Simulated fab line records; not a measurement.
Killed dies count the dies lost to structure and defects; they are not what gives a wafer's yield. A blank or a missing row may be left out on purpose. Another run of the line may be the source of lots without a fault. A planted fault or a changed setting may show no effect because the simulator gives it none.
A struck lot beside a sound one ; flow nand_harc ; 17 steps out of a route of 1159
Sound: these wafers, L367.1, L367.2, L367.3. Struck: wafers L373.1, L373.4 (left out: L373.2, a lot-mate that was not struck); the cause follows at the end.
Order at every step that has rows: each side's tool, ch and its chambers, its first start. Under that, the readings that differ: sound wafers ; struck wafers ; difference of the means ; sigmas: that difference in standard deviations of wafers without a fault.
alike: readings with means less than 2 such deviations apart, plus words and numbers identical on both sides. not compared: withheld readings, readings lacking a value on some wafer, bounds such as >300 that could conceal the same value, and numbers that have no deviation in the record and whose values overlap.
A row with sigmas, a row that says differs or no value, or rows on one side alone: a step with any of these is where the two part. Numbers that have no deviation but don't overlap get no sigmas and don't part them. A reading missing from all wafers of one side parts the sides only when that side holds two or more wafers.

NHARC_P_M1_INSPECT_11:
  sound on defect_inspect-01, day 8 15:09; struck on defect_inspect-02, day 10 04:55
reading;sound;struck;difference;sigmas
raw_defect_count;4 5 12;1 2;-6;-2
then, 3 steps without rows for these wafers: NHARC_P_M1_DESCUM_14 (chemistry O2, time 3 s); NHARC_P_M1_ETCH_35 (etches the open film in N2/H2, target depth 40 nm, overetch 12 nm, time 43.94 s); NHARC_P_M1_ETCH_15 (etches the open film in C4F8/Ar, target depth 182.5 nm, time 91.2 s).
NHARC_P_M1_CD_MEAS_16:
  sound on cd_sem-03, day 8 15:31; struck on cd_sem-02, day 10 05:16
  alike: cd_nm
NHARC_P_M1_STRIP_18: strips in N2/H2.
  sound on rie_diel-07 ch 0,2,3, day 8 15:36; struck on rie_diel-08 ch 0,3, day 10 05:21
reading;sound;struck;difference;sigmas
rf_hours_counter_h (h);11 11 11;4 5;-6;
throttle_valve_pct (%);14.175 14.183 14.185;14.170 14.154;-0.019;-2
  alike: chamber_pressure_mTorr, drypump_motor_current_A, oes_product_au, rf_vpp_V, showerhead_plenum_p_Torr
NHARC_P_M1_ETCH_28: etches the open film in CF4/N2, target depth 30 nm, time 72.99 s.
  sound on rie_diel-07 ch 0,1,2; struck on rie_diel-08 ch 1,2
reading;sound;struck;difference;sigmas
rf_hours_counter_h (h);11 11 11;5 5;-6;
  alike: chamber_pressure_mTorr, drypump_motor_current_A, oes_product_au, rf_vpp_V, showerhead_plenum_p_Torr, throttle_valve_pct
then, 2 steps without rows for these wafers: NHARC_P_M1_STRIP_19 (strips in post etch residue remover, time 600 s); NHARC_P_M1_DEGAS_29 (time 60 s).
NHARC_P_M1_PRE_CLEAN_30: time 30 s.
  sound on pvd_sputter-03; struck on pvd_sputter-03
  alike: heater_power_w
NHARC_P_M1_PVD_20: deposits TaN, target thk 5 nm, time 8.06 s.
  sound on pvd_sputter-03; struck on pvd_sputter-03
  alike: throttle_valve_pct
then, 1 step without rows for these wafers: NHARC_P_M1_PVD_21 (deposits Cu, target thk 30 nm, time 20.49 s).
NHARC_P_M1_ECD_22: material Cu, target thk 400 nm.
  sound on ecd_cu-01 ch 0,1, day 8 16:38; struck on ecd_cu-02 ch 0,1, day 10 06:22
NHARC_P_M1_ANNEAL_31: time 90 s.
  sound on rtp_anneal-02 ch 0, day 8 17:01; struck on rtp_anneal-02 ch 0, day 10 06:47
  alike: anneal_temp_c, wafer_temp_C_max
NHARC_P_M1_CMP_23: polishes, t overpolish 20 s, target thk 157.82 nm.
  sound on cmp-04 ch 1,2,3, day 8 17:22; struck on cmp-03 ch 1,2, day 10 07:10
reading;sound;struck;difference;sigmas
time_to_endpoint_s (s);29.5 28.4 27.8;9.2 13.3;-17.3;-6
  alike: motor_current_A, retaining_ring_pressure_frac
NHARC_P_M1_THK_MEAS_24: measures by xrf.
  sound on film_metro-02, day 8 17:40; struck on film_metro-01, day 10 07:27
reading;sound;struck;difference;sigmas
thk_nm (nm);158.0 158.8 157.8;125.1 121.3;-35.0;-23
then, 1 step without rows for these wafers: NHARC_P_M1_SRD_25.

== WHERE THEY PART ==
Earliest at NHARC_P_M1_INSPECT_11; latest, in this record, at NHARC_P_M1_THK_MEAS_24.

WHY: the cause the simulator had injected
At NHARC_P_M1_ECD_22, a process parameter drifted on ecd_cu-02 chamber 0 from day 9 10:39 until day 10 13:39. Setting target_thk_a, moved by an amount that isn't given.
